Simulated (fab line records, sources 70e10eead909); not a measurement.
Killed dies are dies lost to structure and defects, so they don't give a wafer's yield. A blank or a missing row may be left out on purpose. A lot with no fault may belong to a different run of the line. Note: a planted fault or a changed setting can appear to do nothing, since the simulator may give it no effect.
Matching of chambers	flow nand_harc	4 sister chambers for NHARC_A_M1_CMP_23 on cmp-02
The step polishes, t overpolish 20 s, target thk 154.34 nm. 20 wafers are shown with their chamber, then 10 later ones without.

## WAFERS WITH THEIR CHAMBER
wafer	chamber	motor_current_A (A)	time_to_endpoint_s (s)	slurry_flow_ml_min
L079.2	3	11.2	26.8	149.9
L079.4	2	12.9	27.0	150.5
L079.5	3	11.3	26.1	150.2
L081.4	1	12.0	34.1	149.4
L081.5	1	12.2	32.3	149.8
L081.6	2	13.5	31.7	150.0
L083.2	2	14.0	31.3	149.5
L083.3	3	10.1	27.9	149.8
L083.4	1	12.1	30.9	149.0
L084.2	2	14.0	29.1	150.6
L084.4	3	10.9	26.7	149.4
L084.6	2	13.5	30.6	150.2
L082.3	0	10.1	26.1	149.8
L082.5	1	11.9	27.8	150.4
L082.6	2	12.8	26.9	149.8
L087.2	1	11.4	35.0	149.3
L087.4	0	9.7	27.7	149.9
L087.6	3	10.7	27.6	150.0
L085.2	2	13.0	31.1	150.4
L085.4	3	10.9	26.9	149.7

SIGNATURES (averages over the wafers above)
reading	chamber 0	chamber 1	chamber 2	chamber 3	scatter within a chamber
motor_current_A	9.900	11.920	13.386	10.850	0.425
time_to_endpoint_s	26.900	32.020	29.671	27.000	1.95
slurry_flow_ml_min	149.850	149.580	150.143	149.833	0.396
Rule: for each reading, subtract the chamber's mean from the wafer's reading, divide by that reading's scatter and square the result; add these up over the readings and take the root, which gives the wafer's distance from the chamber. If the next closest chamber is less than 2 further off than the closest, the wafer can't be placed; otherwise it belongs to the closest. The scatter is the square root of a quotient: the sum, over the shown wafers, of each reading's squared deviation from its chamber's mean, divided by wafers minus chambers.

## WAFERS MISSING THEIR CHAMBER
wafer	motor_current_A (A)	time_to_endpoint_s (s)	slurry_flow_ml_min
L085.6	10.4	27.7	149.5
L089.2	9.9	27.6	149.8
L089.4	11.9	31.3	149.9
L089.5	11.5	28.1	150.5
L088.1	13.0	31.7	149.3
L088.2	10.6	29.2	148.7
L088.5	11.9	29.4	149.9
L097.2	10.5	28.3	149.5
L097.4	11.6	30.0	150.0
L097.6	10.9	27.3	148.8

## EACH ONE'S CHAMBER
wafer	from the rows above	in truth
L085.6	can't be placed: 3 or 0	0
L089.2	can't be placed: 0 or 3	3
L089.4	1	1
L089.5	can't be placed: 3 or 1 or 0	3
L088.1	can't be placed: 2 or 1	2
L088.2	can't be placed: 3 or 0 or 1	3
L088.5	can't be placed: 1 or 3 or 2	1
L097.2	can't be placed: 3 or 0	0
L097.4	can't be placed: 1 or 3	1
L097.6	can't be placed: 3 or 0 or 1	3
Correctly placed: 1 of 10. Can't be placed from these rows: 9 (the true chamber is among the candidates in 9). 0 placed wrongly.
